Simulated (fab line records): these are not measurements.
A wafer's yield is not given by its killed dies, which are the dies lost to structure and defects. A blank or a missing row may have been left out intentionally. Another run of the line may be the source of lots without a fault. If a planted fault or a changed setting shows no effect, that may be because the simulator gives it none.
Chamber matching / flow n5 finfet / N5_BEOL_M7_STRIP_19 on rie diel-01: 4 sister chambers
The step strips in O2. 4 wafers are shown with their chamber, then 11 later ones without.

== EACH WAFER AND ITS CHAMBER ==
wafer=L091.1; chamber=3; showerhead plenum p Torr (Torr)=2.08
wafer=L091.2; chamber=1; showerhead plenum p Torr (Torr)=2.18
wafer=L091.3; chamber=0; showerhead plenum p Torr (Torr)=2.09
wafer=L091.4; chamber=2; showerhead plenum p Torr (Torr)=2.06

== WAFERS WITHOUT THEIR CHAMBER ==
wafer=L091.5; showerhead plenum p Torr (Torr)=2.08
wafer=L091.6; showerhead plenum p Torr (Torr)=2.06
wafer=L093.2; showerhead plenum p Torr (Torr)=2.09
wafer=L093.3; showerhead plenum p Torr (Torr)=2.17
wafer=L093.4; showerhead plenum p Torr (Torr)=2.08
wafer=L090.1; showerhead plenum p Torr (Torr)=2.05
wafer=L090.4; showerhead plenum p Torr (Torr)=2.09
wafer=L090.6; showerhead plenum p Torr (Torr)=2.09
wafer=L096.1; showerhead plenum p Torr (Torr)=2.17
wafer=L096.2; showerhead plenum p Torr (Torr)=2.09
wafer=L096.4; showerhead plenum p Torr (Torr)=2.08

== EACH ONE'S CHAMBER ==
wafer=L091.5; from the rows above=can't be placed: 3 or 0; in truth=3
wafer=L091.6; from the rows above=2; in truth=2
wafer=L093.2; from the rows above=can't be placed: 0 or 3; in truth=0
wafer=L093.3; from the rows above=1; in truth=1
wafer=L093.4; from the rows above=can't be placed: 3 or 0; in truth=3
wafer=L090.1; from the rows above=2; in truth=2
wafer=L090.4; from the rows above=can't be placed: 0 or 3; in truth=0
wafer=L090.6; from the rows above=can't be placed: 0 or 3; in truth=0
wafer=L096.1; from the rows above=1; in truth=1
wafer=L096.2; from the rows above=can't be placed: 0 or 3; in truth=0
wafer=L096.4; from the rows above=can't be placed: 3 or 0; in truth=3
Correct placement for 4 of the 11. From these rows, 7 cannot be placed; in 7 the true chamber is one of the candidates. 0 placed wrongly.
How it was worked out, from the rows above alone: a wafer's distance from a chamber is the root of the sum, over the readings, of the square of ((its reading less the chamber's mean) divided by the reading's scatter). The wafer belongs to the nearest chamber; if the next one is less than 2 further off, it can't be placed. The mean given for a chamber averages the wafers shown for that chamber. The scatter (one wafer shown for each chamber): square how far every hidden wafer sits from the nearest shown wafer, average those squares and take the square root.
